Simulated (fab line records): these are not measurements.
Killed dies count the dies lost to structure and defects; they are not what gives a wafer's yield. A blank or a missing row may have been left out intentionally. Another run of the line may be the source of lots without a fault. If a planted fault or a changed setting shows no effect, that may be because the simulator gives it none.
Which of the tools did it?	flow nand_harc	36 wafers from 12 lots sampled at 7 of the route's 1159 steps

WHAT THE GAUGES READ, wafer by wafer
NHARC_A_M0_INSPECT_27. Usual: raw_defect_count reads 477 (standard deviation 190).
lot	measured	on	raw_defect_count	flag
L151	day 18 05:13	defect_inspect-01	481 393 374	
L155	day 19 04:05	defect_inspect-02	615 763 380	
L158	day 20 02:55	defect_inspect-01	452 339 347	
L161	day 20 09:47	defect_inspect-02	358 237 266	
L162	day 21 15:40	defect_inspect-01	426 380 396	
L166	day 21 17:12	defect_inspect-02	522 568 707	
L165	day 21 21:59	defect_inspect-02	276 261 285	
L163	day 21 22:22	defect_inspect-02	314 867 394	
L170	day 22 07:42	defect_inspect-02	377 369 373	
L169	day 22 08:34	defect_inspect-02	352 297 313	
L172	day 23 01:11	defect_inspect-01	547 590 652	
L171	day 23 10:18	defect_inspect-02	425 437 484	

NHARC_A_M1_CD_MEAS_09: the cd target is 120 nm. Usual: cd_nm reads 120.1 nm (standard deviation 0.54).
lot	measured	on	cd_nm (nm)	flag
L151	day 18 06:38	cd_sem-01	120.3 119.7 120.2	
L155	day 19 05:31	cd_sem-03	42.0 41.3 41.7	OFF
L158	day 20 04:10	cd_sem-02	41.6 41.3 41.2	OFF
L161	day 20 11:12	cd_sem-02	121.0 120.5 120.9	
L162	day 21 16:56	cd_sem-01	120.9 121.0 121.0	
L166	day 21 18:27	cd_sem-01	119.9 119.3 120.0	
L165	day 21 23:24	cd_sem-03	120.2 119.9 119.8	
L163	day 21 23:44	cd_sem-02	120.5 120.2 120.1	
L170	day 22 09:30	cd_sem-01	119.9 119.6 119.7	
L169	day 22 10:15	cd_sem-02	119.5 118.4 119.4	
L172	day 23 03:48	cd_sem-03	120.2 120.4 119.5	
L171	day 23 11:33	cd_sem-03	120.5 120.3 120.6	

NHARC_A_M1_INSPECT_11. Usual: raw_defect_count reads 33 (standard deviation 14).
lot	measured	on	raw_defect_count	flag
L151	day 18 06:46	defect_inspect-02	39 35 55	
L155	day 19 05:38	defect_inspect-02	19 14 14	
L158	day 20 04:17	defect_inspect-01	38 42 38	
L161	day 20 11:20	defect_inspect-02	19 17 15	
L162	day 21 17:04	defect_inspect-02	47 33 39	
L166	day 21 18:35	defect_inspect-02	43 44 43	
L165	day 21 23:31	defect_inspect-01	43 26 36	
L163	day 21 23:52	defect_inspect-02	34 35 32	
L170	day 22 09:37	defect_inspect-01	55 76 61	
L169	day 22 10:23	defect_inspect-02	37 47 24	
L172	day 23 03:55	defect_inspect-02	27 21 14	
L171	day 23 11:40	defect_inspect-01	43 42 50	

NHARC_A_M1_CD_MEAS_16. Usual: cd_nm reads 119.9 nm (standard deviation 0.65).
lot	measured	on	cd_nm (nm)	flag
L151	day 18 07:08	cd_sem-02	120.2 120.7 120.4	
L155	day 19 06:00	cd_sem-01	41.4 40.9 41.0	OFF
L158	day 20 04:42	cd_sem-03	41.2 41.5 41.1	OFF
L161	day 20 11:42	cd_sem-02	120.1 119.9 120.4	
L162	day 21 17:32	cd_sem-01	120.9 120.3 120.1	
L166	day 21 18:59	cd_sem-01	119.3 119.3 119.8	
L165	day 21 23:53	cd_sem-02	120.0 119.5 118.9	
L163	day 22 00:14	cd_sem-01	120.9 119.4 119.0	
L170	day 22 09:59	cd_sem-03	119.6 119.2 120.0	
L169	day 22 10:44	cd_sem-02	119.5 119.1 118.4	
L172	day 23 04:17	cd_sem-01	120.4 121.3 119.4	
L171	day 23 12:02	cd_sem-02	120.9 120.7 120.3	

NHARC_END_SORT_01. Usual: defect_limited_yield 94.9 %, standard deviation 1.7; killed_at_array 31, standard deviation 12; killed_at_other 0.6, standard deviation 0.85; killed_at_periphery 3.0, standard deviation 2.3; killed_dies 35, standard deviation 12; killed_open 3.2, standard deviation 1.9; killed_short 1.8, standard deviation 1.4; sort_bin_2_pct 1.6 %, standard deviation 0.7; sort_bin_3_pct 0.28 %, standard deviation 0.22; sort_bin_4_pct 3.3 %, standard deviation 1.2; sort_n_pass 642, standard deviation 12; sort_rim_yield_pct 97.7 %, standard deviation 1.5; sort_yield_pct 94.9 %, standard deviation 1.7.
lot	measured	on	defect_limited_yield (%)	killed_at_array	killed_at_other	killed_at_periphery	killed_dies	killed_open	killed_short	sort_bin_2_pct (%)	sort_bin_3_pct (%)	sort_bin_4_pct (%)	sort_n_pass	sort_rim_yield_pct (%)	sort_yield_pct (%)	flag
L155	day 20 17:20	prober-02	0 0 0	670 672 672	1 0 2	6 5 3	677 677 677	4 7 2	2 1 2	97.0 98.1 97.9	0.15 0 0.15	2.8 1.9 1.9	0 0 0	0 0 0	0 0 0	OFF
L158	day 21 23:18	prober-01	0 0 0	675 673 675	0 1 0	2 3 2	677 677 677	6 2 4	3 2 2	95.9 95.1 96.3	0.59 0.44 0.59	3.5 4.4 3.1	0 0 0	0 0 0	0 0 0	OFF

WHICH TOOL RAN EACH LOT (tool, then ch and the chambers of the sampled wafers, then the start)
lot	NHARC_A_M0_PRE_CLEAN_29	NHARC_A_M1_PEB_07
L151	pvd_sputter-03, day 18 05:13 or earlier	litho_track-04 ch 0, day 18 06:34
L155	pvd_sputter-03, day 19 04:05 or earlier	litho_track-06 ch 0, day 19 05:26
L158	pvd_sputter-01, day 20 02:55 or earlier	litho_track-06 ch 0, day 20 04:05
L161	pvd_sputter-01, day 20 09:47 or earlier	litho_track-04 ch 0, day 20 11:07
L162	pvd_sputter-01, day 21 15:40 or earlier	litho_track-01 ch 0, day 21 16:52
L166	pvd_sputter-03, day 21 17:12 or earlier	litho_track-01 ch 0, day 21 18:22
L165	pvd_sputter-02, day 21 21:59 or earlier	litho_track-01 ch 0, day 21 23:19
L163	pvd_sputter-01, day 21 22:22 or earlier	litho_track-01 ch 0, day 21 23:40
L170	pvd_sputter-02, day 22 07:42 or earlier	litho_track-06 ch 0, day 22 09:25
L169	pvd_sputter-02, day 22 08:34 or earlier	litho_track-06 ch 0, day 22 10:10
L172	pvd_sputter-01, day 23 01:11 or earlier	litho_track-01 ch 0, day 23 03:43
L171	pvd_sputter-02, day 23 10:18 or earlier	litho_track-01 ch 0, day 23 11:28
- NHARC_A_M0_PRE_CLEAN_29: time 30 s.
- NHARC_A_M1_PEB_07: peb time 65 s.

WHAT THE TOOLS THEMSELVES READ (means of the sampled wafers that have a number; where no wafer has one, the mark that the record gives instead)
NHARC_A_M0_PRE_CLEAN_29. Usual: heater_power_w reads 412 W (standard deviation 50).
lot	tool	heater_power_w (W)	flag
L151	pvd_sputter-03	426	
L155	pvd_sputter-03	432	
L158	pvd_sputter-01	378	
L161	pvd_sputter-01	369	
L162	pvd_sputter-01	352	
L166	pvd_sputter-03	386	
L165	pvd_sputter-02	454	
L163	pvd_sputter-01	399	
L170	pvd_sputter-02	461	
L169	pvd_sputter-02	474	
L172	pvd_sputter-01	354	
L171	pvd_sputter-02	449	

NHARC_A_M1_PEB_07. Usual: exhaust_pa 45.3 Pa, standard deviation 0.86; heater_power_total_W 156.5 W, standard deviation 0.43; plate_temp_C 99.99 C, standard deviation 0.14.
lot	tool	exhaust_pa (Pa)	heater_power_total_W (W)	plate_temp_C (C)	flag
L151	litho_track-04	46.8	156.5	100.16	
L155	litho_track-06	45.9	125.9	85.41	OFF
L158	litho_track-06	44.9	126.2	85.77	OFF
L161	litho_track-04	46.0	156.4	100.00	
L162	litho_track-01	44.8	156.7	99.96	
L166	litho_track-01	45.0	156.2	99.97	
L165	litho_track-01	45.5	156.0	100.14	
L163	litho_track-01	43.4	157.0	100.22	
L170	litho_track-06	44.9	156.8	99.91	
L169	litho_track-06	45.7	156.7	99.88	
L172	litho_track-01	45.8	156.6	99.97	
L171	litho_track-01	45.2	156.4	100.02	

THE ANSWER, worked out from the rows above alone
Rule: a lot is off if the mean of its wafers that have a number lies more than 3 standard deviations from the usual mean. A lot without any number at a reading at which 4 lots or more have one is off too. The other lots that the step has rows for count as sound. First the gauges in route order, then the tools' own readings, where a lot's mean is used as printed above. At the first step where some lot is off, the reading lying furthest off is the one used; lots without a number count as furthest.
Off, at NHARC_A_M1_CD_MEAS_09 on cd_nm: L155, L158.
A tool fits if, at a process step before that reading, it ran every lot that is off, and no sound lot after the first of them. The gauges at NHARC_A_M1_CD_MEAS_09 aren't tried: what is off there is off at NHARC_END_SORT_01 too, on other tools, and a gauge's error can't cause that. Because NHARC_A_M0_PRE_CLEAN_29 lacks a start for some lots, the hours and order of its lots are taken from NHARC_A_M0_INSPECT_27. Of those tried, none fits.

WHAT WAS PUT IN BY THE SIMULATOR
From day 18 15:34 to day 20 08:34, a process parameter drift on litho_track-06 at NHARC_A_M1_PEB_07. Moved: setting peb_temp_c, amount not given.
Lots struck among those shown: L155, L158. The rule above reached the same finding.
